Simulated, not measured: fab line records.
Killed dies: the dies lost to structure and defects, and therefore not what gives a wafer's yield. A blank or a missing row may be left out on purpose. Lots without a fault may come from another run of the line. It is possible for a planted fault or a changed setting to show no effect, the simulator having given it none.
Chamber matching -- flow n5-finfet -- N5_BEOL_M10_STRIP_19 on rie-diel-04 has 4 sister chambers
The step strips in O2. 8 wafers are shown with their chamber, then 7 later ones without.

== WAFERS PAIRED WITH THEIR CHAMBERS ==
wafer,chamber,throttle-valve-pct (%),oes-product-au (a.u.)
L082.6,1,16.23,0.87
L081.5,3,16.46,0.84
L088.4,0,16.67,0.73
L088.5,1,16.28,0.85
L090.3,3,16.48,0.84
L090.6,2,16.91,0.71
L091.2,0,16.70,0.72
L091.3,2,16.89,0.70

== WAFERS WHOSE CHAMBER IS MISSING ==
wafer,throttle-valve-pct (%),oes-product-au (a.u.)
L091.6,16.92,0.70
L089.3,16.50,0.83
L089.5,16.51,0.84
L089.6,16.68,0.73
L097.1,16.71,0.72
L097.4,16.51,0.81
L097.5,16.93,0.69

== WHICH CHAMBER EACH ONE RAN IN ==
wafer,from the rows above,in truth
L091.6,2,2
L089.3,3,3
L089.5,3,3
L089.6,0,0
L097.1,0,0
L097.4,3,3
L097.5,2,2
Correctly placed: 7 of 7. Number that these rows cannot place: 0. Wrongly placed: 0.
How it was worked out, from the rows above alone: a wafer's distance from a chamber is the root of the sum, over the readings, of the square of ((its reading less the chamber's mean) divided by the reading's scatter). The wafer belongs to the nearest chamber; if the next one is less than 2 further off, it can't be placed. A chamber's mean is the mean of its shown wafers. The scatter: take each reading less its chamber's mean, square it, sum over the shown wafers, divide by the number of wafers less the number of chambers, and take the root.
